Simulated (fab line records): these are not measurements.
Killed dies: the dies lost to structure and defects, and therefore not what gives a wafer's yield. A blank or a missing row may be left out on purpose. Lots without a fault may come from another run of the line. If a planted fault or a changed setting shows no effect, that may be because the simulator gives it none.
One fault through the eyes of 2 desks ; flow n5Finfet ; what lay behind the numbers comes last; until then each desk has only its own

## FOR THE TOOL OWNER'S DESK: rieDiel-01
The tool's own readings at N5_HKMG_FIN_ETCH_35 (etches SOC in N2/H2, target depth 215.8 nm, time 243.4 s): means of the sampled wafers that have a number, for each lot that ran on this tool. Any lot whose mean is over 4 standard deviations away from the usual mean is out of limits and marked OUT; that distance is given in the brackets.
Columns: A = drypumpMotorCurrentA at N5_HKMG_FIN_ETCH_35, usual 5.8 A; B = oesProductAu at N5_HKMG_FIN_ETCH_35, usual 0.80 a.u.; C = rfVppV at N5_HKMG_FIN_ETCH_35, usual 141.8 V; D = showerheadPlenumPTorr at N5_HKMG_FIN_ETCH_35, usual 2.57 Torr; E = throttleValvePct at N5_HKMG_FIN_ETCH_35, usual 17.87 %
lot;first seen here;A;B;C;D;E
L413;day 4 13:06;5.9;0.88;141.6;2.59;17.83
L418;day 5 14:57;5.9;0.84;140.5;2.54;17.85
L421;day 6 10:34;5.7;0.85;142.6;2.65;17.86
L424;day 7 07:44;6.1;0.85;141.2;2.55;17.89
L427;day 8 00:52;6.1;0.85;141.8;2.50;17.87
L430;day 9 07:13;6.1;0.84;141.5;2.50;17.89
L432;day 11 04:22;5.7;0.79;142.0;2.60;17.93
Result from this desk: across the 7 lots, nothing is out of limits.

## AT THE METROLOGY DESK
What the gauges read, lot by lot, whatever tool the lot ran on: means of the sampled wafers that have a number. Any lot whose mean is over 4 standard deviations away from the usual mean is out of limits and marked OUT; that distance is given in the brackets.
Columns: A = cdNm at N5_PASSIVATION_CD_MEAS_30, usual 3999.8 nm
lot;first seen here;A
L413;day 14 20:25;3998.9
L415;day 14 23:36;3999.8
L420;day 15 19:53;3997.6
L418;day 15 23:05;3998.7
L422;day 16 04:16;3999.2
L421;day 16 04:39;4000.2
L423;day 16 20:04;3999.8
L424;day 17 02:44;3999.7
L427;day 18 03:47;3999.7
L430;day 18 22:29;4000.7
L432;day 20 17:46;3998.7
Result from this desk: across the 11 lots, nothing is out of limits.

## TAKEN TOGETHER
Nothing out of limits was seen by the tool owner's desk.
From the metrology desk's view, nothing was out of limits.

## WHAT WAS PUT IN BY THE SIMULATOR
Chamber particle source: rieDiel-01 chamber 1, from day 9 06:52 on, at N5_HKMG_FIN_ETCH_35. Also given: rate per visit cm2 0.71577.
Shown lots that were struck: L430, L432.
